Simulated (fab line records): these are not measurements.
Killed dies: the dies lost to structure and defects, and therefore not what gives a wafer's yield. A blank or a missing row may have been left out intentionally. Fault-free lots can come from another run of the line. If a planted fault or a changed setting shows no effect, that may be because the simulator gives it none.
Struck lot and sound lot, side by side ; flow n5_finfet ; 15 steps out of a route of 1938
Sound: wafers L812.1, L812.3, L812.5. Wafers struck: L821.2, L821.5, L821.6. Last of all comes the cause.
Per side, at each step with rows, come the tool, then ch with its chambers, and then its first start. Under that, the readings that differ: sound wafers ; struck wafers ; difference of the means ; sigmas: that difference in standard deviations of wafers without a fault.
alike: words and numbers the same on both sides, and readings whose means are apart by under 2 such deviations; not compared: readings that were withheld, readings missing a value for some wafer, numbers with overlapping values and no deviation given by the record, and bounds like >300 which may hide the same value.
A row with sigmas, a row that says differs or no value, or rows on one side alone: a step with any of these is where the two part. Numbers that have no deviation but don't overlap get no sigmas and don't part them. Lack of a reading on every wafer of one side parts them only where that side has two or more wafers.

N5_BEOL_M8_VIA_ETCH_34: etches SiCOH lowk in C4F6/O2, target depth 125.5 nm, time 50.5 s.
  sound on rie_diel-02 ch 2,3, day 11 03:59; struck on rie_diel-02 ch 1,2,3, day 13 08:01
  alike: C4F6_flow_sccm, drypump_motor_current_A, oes_product_au, rf_vpp_V, showerhead_plenum_p_Torr, throttle_valve_pct
  not compared: rf_hours_counter_h
then, 1 step without rows for these wafers: N5_BEOL_M8_STRIP_76 (strips in C4F6/O2).
N5_BEOL_M8_STRIP_36: strips in N2/H2.
  sound on rie_diel-02 ch 2,3, day 11 04:02; struck on rie_diel-02 ch 1,2,3, day 13 08:05
  alike: drypump_motor_current_A, oes_product_au, rf_vpp_V, showerhead_plenum_p_Torr, throttle_valve_pct
  not compared: rf_hours_counter_h
then, 1 step without rows for these wafers: N5_BEOL_M8_TRENCH_ETCH_37 (etches SiCOH lowk in C4F6/O2, target depth 93.478 nm, time 31.2 s).
N5_BEOL_M8_ETCH_41: etches SiCN in CH3F/O2, target depth 31.9 nm, time 57.8 s.
  sound: rie_diel-02 ch 2,3; struck: rie_diel-02 ch 1,2,3
  alike: drypump_motor_current_A, oes_product_au, rf_vpp_V, showerhead_plenum_p_Torr, throttle_valve_pct
  not compared: rf_hours_counter_h
N5_BEOL_M8_STRIP_80: strips in N2/H2, time 10 s.
  sound: rie_diel-02 ch 2,3; struck: rie_diel-02 ch 1,2,3
  alike: drypump_motor_current_A, oes_product_au, rf_vpp_V, showerhead_plenum_p_Torr, throttle_valve_pct
  not compared: rf_hours_counter_h
N5_BEOL_M8_OCD_MEAS_38:
  sound on ocd-02 at day 11 04:14; struck on ocd-01 at day 13 08:16
  alike: trench_depth_nm
then, 4 steps without rows for these wafers: N5_BEOL_M8_HM_STRIP_39 (strips TiN in peroxide tin strip, target depth 25 nm, time 158 s); N5_BEOL_M8_SRD_40 (time 30 s); N5_BEOL_M8_PRECLEAN_42 (cleans in residue remover, time 60 s); N5_BEOL_M8_SRD_43 (time 30 s).
N5_BEOL_M8_CD_MEAS_35: target cd 40 nm.
  sound on cd_sem-02 at day 11 04:23; struck on cd_sem-03 at day 13 08:26
reading;sound;struck;difference;sigmas
cd_nm (nm);40.6 40.1 40.4;39.3 39.1 39.2;-1.2;-3
N5_BEOL_M8_CURE_75: cures SiCOH lowk, time 120 s.
  sound on uv_cure-01 ch 1, day 11 04:26; struck on uv_cure-02 ch 2, day 13 08:47
  no value came back on the struck wafers for lamp_power_pct (%), run_length_s (s), wafer_temp_C_max; on the sound wafers lamp_power_pct (%) reads 52.25 52.39 52.23
N5_BEOL_M8_DEGAS_44: time 60 s.
  sound on pvd_sputter-02 at day 11 05:16; struck on pvd_sputter-03 at day 13 09:26
  alike: heater_power_w
-- here the record skips 3 days between the struck wafers' starts before and after, leaving off in module BEOL_M8 and picking up in module PASSIVATION (first step shown: number 1936 of the route) --
N5_PASSIVATION_PROBE_49:
  record: rows for the struck wafers here (prober-01, day 16 03:29), none for the sound ones

## WHERE THEY PART
Earliest at N5_BEOL_M8_CD_MEAS_35; latest, in this record, at N5_PASSIVATION_PROBE_49.

WHY: what had been put in by the simulator
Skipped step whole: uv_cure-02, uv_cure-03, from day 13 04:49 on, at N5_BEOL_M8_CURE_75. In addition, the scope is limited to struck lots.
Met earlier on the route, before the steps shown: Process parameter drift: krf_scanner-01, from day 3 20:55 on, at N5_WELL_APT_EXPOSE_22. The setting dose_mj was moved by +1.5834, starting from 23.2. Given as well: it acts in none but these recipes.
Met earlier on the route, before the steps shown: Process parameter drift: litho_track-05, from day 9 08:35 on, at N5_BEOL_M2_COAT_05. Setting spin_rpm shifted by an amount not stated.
